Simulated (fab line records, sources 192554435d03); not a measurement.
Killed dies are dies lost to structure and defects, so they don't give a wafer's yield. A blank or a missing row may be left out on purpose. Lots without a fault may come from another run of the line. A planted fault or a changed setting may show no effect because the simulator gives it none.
Split-lot experiment | flow n5_finfet | 7 lots, 21 wafers read, on a route of 1938 steps

THE SPLIT
At N5_BEOL_M1_COAT_61 (time 60 s, resist thk 60 nm), the setting spin_rpm was moved away from the recipe's 1500 rpm on 7 of the 21 wafers read, by -7.3% to +6.4%. The other wafers ran this setting at the recipe's value.

FROM THE SPLIT TO THE READING: what the file shows between them, 8 steps
- N5_BEOL_M1_COAT_62: time 60 s, resist thk 12 nm
- N5_BEOL_M1_COAT_73: time 60 s, resist thk 5 nm
- N5_BEOL_M1_ETCH_74: etches underlayer in N2/H2, target depth 6.5 nm, time 5.2 s
- N5_BEOL_M1_ETCH_63: etches SiARC in CF4, target depth 15.6 nm, time 26 s
- N5_BEOL_M1_ETCH_64: etches SOC in N2/H2, target depth 75 nm, overetch 15 nm, time 112.5 s
- N5_BEOL_M1_STRIP_65: strips in N2/H2
- N5_BEOL_M1_STRIP_75: strips in N2/H2
- N5_BEOL_M1_STRIP_66: strips in CF4

THE READING
SOC_of_BEOL_M1_COAT_61.thk_nm (the simulator's own value, which no gauge read), in nm, at N5_BEOL_M1_HM_OPEN_17 (chemistry Cl2/BCl3, target TiN, target depth 20 nm, overetch 6 nm). The file gives no usual value for it. The 14 wafers here that ran the recipe average 52.0 nm, standard deviation 0.24 nm.

wafer  | tool, chamber at the split | spin_rpm as run, rpm | against the recipe | SOC_of_BEOL_M1_COAT_61.thk_nm, nm | against lot-mates on the recipe
L074.2 | litho_track-02, 0          | 1500                 | recipe             | 52                                | -
L074.3 | litho_track-02, 0          | 1500                 | recipe             | 52.4                              | -
L074.5 | litho_track-02, 0          | 1437                 | -4.2%              | 53.6                              | +1.4
L078.2 | litho_track-04, 0          | 1500                 | recipe             | 51.8                              | -
L078.4 | litho_track-04, 0          | 1500                 | recipe             | 52                                | -
L078.5 | litho_track-04, 0          | 1500                 | recipe             | 52.2                              | -
L082.1 | litho_track-02, 0          | 1391                 | -7.3%              | 54                                | no lot-mate on the recipe
L082.3 | litho_track-02, 0          | 1391                 | -7.3%              | 54                                | no lot-mate on the recipe
L082.5 | litho_track-02, 0          | 1391                 | -7.3%              | 53.8                              | no lot-mate on the recipe
L088.3 | litho_track-02, 0          | 1500                 | recipe             | 51.8                              | -
L088.4 | litho_track-02, 0          | 1500                 | recipe             | 52.2                              | -
L088.6 | litho_track-02, 0          | 1500                 | recipe             | 52                                | -
L094.1 | litho_track-04, 0          | 1500                 | recipe             | 51.6                              | -
L094.6 | litho_track-04, 0          | 1500                 | recipe             | 51.6                              | -
L094.5 | litho_track-04, 0          | 1557                 | +3.8%              | 50.8                              | -0.8
L095.1 | litho_track-05, 0          | 1500                 | recipe             | 52.2                              | -
L095.2 | litho_track-05, 0          | 1500                 | recipe             | 52                                | -
L095.4 | litho_track-05, 0          | 1596                 | +6.4%              | 50.2                              | -1.9
L096.4 | litho_track-02, 0          | 1500                 | recipe             | 52                                | -
L096.5 | litho_track-02, 0          | 1500                 | recipe             | 52.4                              | -
L096.6 | litho_track-02, 0          | 1444                 | -3.7%              | 53.6                              | +1.4

THE FIT
A straight line over all 21 wafers: SOC_of_BEOL_M1_COAT_61.thk_nm changes by -0.287 nm for each +1% of spin_rpm; r = -0.97; the points scatter about the line by 0.27 nm.
The same after taking each lot's own level away (the mean of its wafers on the recipe; 18 wafers): -0.304 nm for each +1%; r = -0.97; scatter 0.18 nm.
On that fit, the largest move of spin_rpm shifts the reading by 2.2 nm.
The lots' own levels span 51.60 to 52.20 nm, that is 2.5 times the standard deviation above.
So the lot-to-lot level changes the slope little: the two slopes agree.
Check: with one of the wafers moved furthest among these (+6.4%) left out of the fit, the line predicts -1.9 nm for it against its lot-mates. It came out at -1.9 nm against them.

OTHER SPLITS ON THESE WAFERS
These wafers also went through other splits before the reading. Each is held against what the fit with the lots' levels taken away leaves over:
other split on the same wafers   | wafers away from the commonest value | r with SOC_of_BEOL_M1_COAT_61.thk_nm (lot level and that fit taken away)
N5_BEOL_M0_SAQP_COAT_34 spin_rpm | 4                                    | -0.09
N5_BEOL_M1_ILD_DEP_00 time_s     | 5                                    | -0.30

THE WHOLE CHAIN: every reading that the file lists as answering this split, in the file's order
step                  | what it does                                                          | reading                                                                        | change (the file's fit)               | r (the file's)
N5_BEOL_M1_COAT_61    | time 60 s, resist thk 60 nm                                           | SOC_of_BEOL_M1_COAT_61.thk_nm (the simulator's own value, which no gauge read) | -0.307 nm for each +1% of the setting | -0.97
N5_BEOL_M1_ETCH_64    | etches SOC in N2/H2, target depth 75 nm, overetch 15 nm, time 112.5 s | etch.depth_nm (the simulator's own value, which no gauge read)                 | -0.305 nm for each +1% of the setting | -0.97
N5_BEOL_M1_HM_OPEN_17 | chemistry Cl2/BCl3, target TiN, target depth 20 nm, overetch 6 nm     | SOC_of_BEOL_M1_COAT_61.thk_nm (the simulator's own value, which no gauge read) | -0.302 nm for each +1% of the setting | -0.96

THE FILE'S OWN FIT
SOC_of_BEOL_M1_COAT_61.thk_nm changes by -0.302 nm for each +1% of spin_rpm, r = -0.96.
